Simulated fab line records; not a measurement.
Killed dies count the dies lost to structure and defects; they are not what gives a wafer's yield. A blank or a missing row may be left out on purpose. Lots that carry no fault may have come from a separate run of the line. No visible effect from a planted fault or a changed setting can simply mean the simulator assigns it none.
A struck lot beside a sound one	flow nand harc	14 out of 1159 route steps
Sound: these wafers, L484.1, L484.5, L484.6. Wafers L504.2, L504.3, L504.4 were the ones struck. The cause is given at the end.
Order at every step that has rows: each side's tool, ch and its chambers, its first start. Under that, the readings that differ: sound wafers	struck wafers	difference of the means	sigmas: that difference in standard deviations of wafers without a fault.
alike: readings whose means differ by less than 2 such deviations, and words and numbers that are the same on both sides. not compared: withheld readings, readings that some wafer has no value for, bounds like >300 that may hide the same value, and numbers for which the record gives no deviation and whose values overlap.
The two part at a step that has a row with sigmas, a row that says differs or no value, or rows on one side only. Numbers that have no deviation but don't overlap get no sigmas and don't part them. A reading that every wafer of one side lacks parts them only if that side has two wafers or more.

first, 1 step without rows for these wafers: NHARC_A_ONON_D1_DEP_06 (target thk 1000 nm).
NHARC_A_ONON_D1_THK_MEAS_08: measures by ellipsometry.
  struck on film metro-02, day 12 18:55; sound on film metro-02, day 8 06:02
  alike: thk nm
then, no rows for these wafers at 1 step: NHARC_A_ONON_D1_DEP_09 (target thk 1000 nm).
NHARC_A_ONON_D1_THK_MEAS_11: measures by ellipsometry.
  struck on film metro-02, day 12 19:29; sound on film metro-02, day 8 06:36
  alike: thk nm
then, no rows for these wafers at 1 step: NHARC_A_ONON_D1_DEP_12 (target thk 1000 nm).
NHARC_A_ONON_D1_THK_MEAS_14: measures by ellipsometry.
  struck on film metro-01, day 12 20:04; sound on film metro-01, day 8 07:10
reading	sound	struck	difference	sigmas
thk nm (nm)	994 995 994	1024 1024 1025	+30	+3
then, 2 steps without rows for these wafers: NHARC_A_ONON_D1_ANNEAL_15 (time 3600 s); NHARC_A_ONON_D1_DEP_16 (target thk 1000 nm).
NHARC_A_ONON_D1_THK_MEAS_18: measures by ellipsometry.
  struck on film metro-02, day 13 03:07; sound on film metro-02, day 8 17:26
  alike: thk nm
then, no rows for these wafers at 1 step: NHARC_A_ONON_D1_DEP_19 (target thk 1000 nm).
NHARC_A_ONON_D1_THK_MEAS_21: measures by ellipsometry.
  struck on film metro-01, day 13 03:41; sound on film metro-01, day 8 18:00
  alike: thk nm
NHARC_A_ONON_D1_DEP_22: target thk 1000 nm.
  sound on pecvd onon-02 ch 0, day 8 18:04; struck on pecvd onon-04 ch 0, day 13 03:48
reading	sound	struck	difference	sigmas
n2o flow sccm (sccm)	2009 2004 2011	2393 2407 2398	+391	+69
NHARC_A_ONON_D1_THK_MEAS_24: measures by ellipsometry.
  struck on film metro-01, day 13 04:14; sound on film metro-01, day 8 18:34
  alike: thk nm
then, 1 step without rows for these wafers: NHARC_END_SORT_01.

WHERE THEY PART
Last at NHARC_A_ONON_D1_DEP_22 as far as this record goes, first at NHARC_A_ONON_D1_THK_MEAS_14. Later steps at which nothing parts them and some readings are alike: NHARC_A_ONON_D1_THK_MEAS_24.

WHY: the cause the simulator had injected
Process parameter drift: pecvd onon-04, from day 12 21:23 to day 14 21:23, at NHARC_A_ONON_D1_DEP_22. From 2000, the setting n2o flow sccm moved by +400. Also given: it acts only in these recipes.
